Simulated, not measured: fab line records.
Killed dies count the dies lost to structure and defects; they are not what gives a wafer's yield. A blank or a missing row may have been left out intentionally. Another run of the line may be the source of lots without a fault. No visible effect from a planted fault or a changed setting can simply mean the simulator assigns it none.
Matching of chambers || flow nandHarc || pecvd-02 running NHARC_THIN_TSV_DEP_43: 3 sister chambers
The step deposits SiO2, target thk 1328.5 nm. 6 wafers are shown with their chamber, then 8 later ones without.

## WAFERS, EACH WITH ITS CHAMBER
{"wafer": "L543.6", "chamber": 2, "throttleValvePct (%)": 15.6, "flowSccm (sccm)": 2655}
{"wafer": "L544.4", "chamber": 1, "throttleValvePct (%)": 15.4, "flowSccm (sccm)": 2655}
{"wafer": "L544.5", "chamber": 2, "throttleValvePct (%)": 15.5, "flowSccm (sccm)": 2638}
{"wafer": "L541.3", "chamber": 1, "throttleValvePct (%)": 15.2, "flowSccm (sccm)": 2651}
{"wafer": "L541.4", "chamber": 0, "throttleValvePct (%)": 16.4, "flowSccm (sccm)": 2650}
{"wafer": "L546.1", "chamber": 0, "throttleValvePct (%)": 16.3, "flowSccm (sccm)": 2656}

## WAFERS WHOSE CHAMBER IS MISSING
{"wafer": "L546.4", "throttleValvePct (%)": 16.0, "flowSccm (sccm)": 2659}
{"wafer": "L546.6", "throttleValvePct (%)": 15.5, "flowSccm (sccm)": 2645}
{"wafer": "L548.1", "throttleValvePct (%)": 15.6, "flowSccm (sccm)": 2652}
{"wafer": "L548.2", "throttleValvePct (%)": 16.1, "flowSccm (sccm)": 2641}
{"wafer": "L548.4", "throttleValvePct (%)": 16.2, "flowSccm (sccm)": 2638}
{"wafer": "L560.1", "throttleValvePct (%)": 15.5, "flowSccm (sccm)": 2656}
{"wafer": "L560.2", "throttleValvePct (%)": 15.6, "flowSccm (sccm)": 2643}
{"wafer": "L560.4", "throttleValvePct (%)": 15.5, "flowSccm (sccm)": 2642}

## WHICH CHAMBER EACH WENT THROUGH
{"wafer": "L546.4", "from the rows above": "can't be placed: 0 or 2", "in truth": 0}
{"wafer": "L546.6", "from the rows above": "can't be placed: 2 or 1", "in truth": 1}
{"wafer": "L548.1", "from the rows above": 2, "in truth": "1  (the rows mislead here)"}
{"wafer": "L548.2", "from the rows above": 0, "in truth": 0}
{"wafer": "L548.4", "from the rows above": 0, "in truth": 0}
{"wafer": "L560.1", "from the rows above": "can't be placed: 2 or 1", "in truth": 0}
{"wafer": "L560.2", "from the rows above": 2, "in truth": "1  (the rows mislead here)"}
{"wafer": "L560.4", "from the rows above": "can't be placed: 2 or 1", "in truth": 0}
2 of 8 placed correctly. Cannot be placed on the basis of these rows: 4; the candidates contain the true chamber in 2. 2 placed wrongly.
How it was worked out, from the rows above alone: a wafer's distance from a chamber is the root of the sum, over the readings, of the square of ((its reading less the chamber's mean) divided by the reading's scatter). If the next closest chamber is less than 2 further off than the closest, the wafer can't be placed; otherwise it belongs to the closest. For every chamber, the mean is computed from those of its wafers that are shown. The scatter: take each reading less its chamber's mean, square it, sum over the shown wafers, divide by the number of wafers less the number of chambers, and take the root.
